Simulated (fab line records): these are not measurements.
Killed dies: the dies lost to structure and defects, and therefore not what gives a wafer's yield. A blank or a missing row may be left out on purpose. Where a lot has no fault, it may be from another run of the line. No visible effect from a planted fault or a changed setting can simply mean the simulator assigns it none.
Struck lot and sound lot, side by side / flow n5_finfet / 16 steps out of a route of 1938
Sound: wafers L383.1, L383.4, L383.5. Struck: wafer L391.4. (L391.6 of the same lot was not struck and is left out.) The cause comes at the end.
Each step with rows lists, per side, the tool, then ch with its chambers, then its first start. Under that, the readings that differ: sound wafers / struck wafers / difference of the means / sigmas: that difference in standard deviations of wafers without a fault.
alike: readings with means less than 2 such deviations apart, plus words and numbers identical on both sides. not compared: withheld readings, readings lacking a value on some wafer, bounds such as >300 that could conceal the same value, and numbers that have no deviation in the record and whose values overlap.
A row with sigmas, a row that says differs or no value, or rows on one side alone: a step with any of these is where the two part. Numbers that don't overlap but have no deviation are shown without sigmas and don't part them. A reading missing from all wafers of one side parts the sides only when that side holds two or more wafers.

first, 2 steps without rows for these wafers: N5_STI_FIN_REVEAL_STRIP_35 (strips Si3N4 in H3PO4, target depth 4 nm, time 39 s); N5_STI_FIN_REVEAL_SRD_21 (time 30 s).
N5_STI_FIN_REVEAL_OXIDATION_33: chemistry O2 PLASMA REMOTE, time 20 s.
  sound on plasma_asher-01 ch 0,1, day 4 01:56; struck on plasma_asher-02 ch 1, day 6 05:23
reading=drypump_motor_current_A (A); sound=5.0 5.0 5.9; struck=6.6; difference=+1.3; sigmas=+2
  alike: heater_power_w
  not compared: rf_hours_counter_h
then, 2 steps without rows for these wafers: N5_STI_FIN_REVEAL_CLEAN_19 (cleans in O3/DIW, time 120 s); N5_STI_FIN_REVEAL_SRD_23 (time 30 s).
N5_STI_FIN_REVEAL_CD_MEAS_22: target cd 6.238 nm, pitch 28 nm.
  sound on cd_sem-03, day 4 02:06; struck on cd_sem-01, day 6 05:32
  alike: cd_nm
N5_STI_FIN_REVEAL_FIN_H_MEAS_10:
  sound on ocd-02, day 4 02:08; struck on ocd-02, day 6 05:34
reading=trench_depth_nm (nm); sound=51.4 50.8 51.0; struck=52.4; difference=+1.3; sigmas=+2
then, 2 steps without rows for these wafers: N5_STI_FIN_REVEAL_PRECLEAN_18 (cleans in SC2, time 45 s); N5_STI_FIN_REVEAL_SRD_28 (time 30 s).
N5_STI_FIN_REVEAL_INSPECT_13: inspects for defects (darkfield).
  sound on defect_inspect-01, day 4 02:13; struck on defect_inspect-02, day 6 05:40
  alike: raw_defect_count
then, 2 steps without rows for these wafers: N5_DUMMY_GATE_PRECLEAN_00 (cleans in O3/DIW, time 60 s); N5_DUMMY_GATE_SRD_01 (time 30 s).
N5_DUMMY_GATE_ALD_02: deposits SiO2, target thk 2 nm, pulse time 1 s.
  sound on ald_sin-04 ch 1,2,3, day 4 02:52; struck on ald_sin-04 ch 3, day 6 05:47
reading=model.SiO2_of_DUMMY_GATE_ALD_02.thk_nm (nm); sound=2 2 2; struck=1.2; difference=-0.8; sigmas=
  alike: heater_power_w, precursor_pulse_height_rel, susceptor_temp_C
then, 1 step without rows for these wafers: N5_DUMMY_GATE_CVD_03 (deposits a-Si from SiH4, target thk 150 nm, time 8042 s).
-- a jump in the record: the struck wafers' starts before and after are 6 days apart (it breaks off in module DUMMY_GATE and resumes in module BEOL_M4, where the first step shown is number 1111 of the route) --
N5_BEOL_M4_RC_MEAS_101:
  sound on prober-02 ch 0, day 10 01:40; struck on prober-01 ch 0, day 12 15:11
  alike: DIBL_N, DIBL_P, IOFF_N, IOFF_P, ION_N, ION_P, SS_N, SS_P, VT_N, VT_P
after that, 1 step had no rows for these wafers: N5_PASSIVATION_PROBE_49.

## WHERE THEY PART
At N5_STI_FIN_REVEAL_OXIDATION_33 first; at N5_STI_FIN_REVEAL_FIN_H_MEAS_10 last (within this record only). Later steps at which nothing parts them and some readings are alike: N5_STI_FIN_REVEAL_INSPECT_13, N5_DUMMY_GATE_ALD_02, N5_BEOL_M4_RC_MEAS_101.

WHY: whatever the simulator had introduced
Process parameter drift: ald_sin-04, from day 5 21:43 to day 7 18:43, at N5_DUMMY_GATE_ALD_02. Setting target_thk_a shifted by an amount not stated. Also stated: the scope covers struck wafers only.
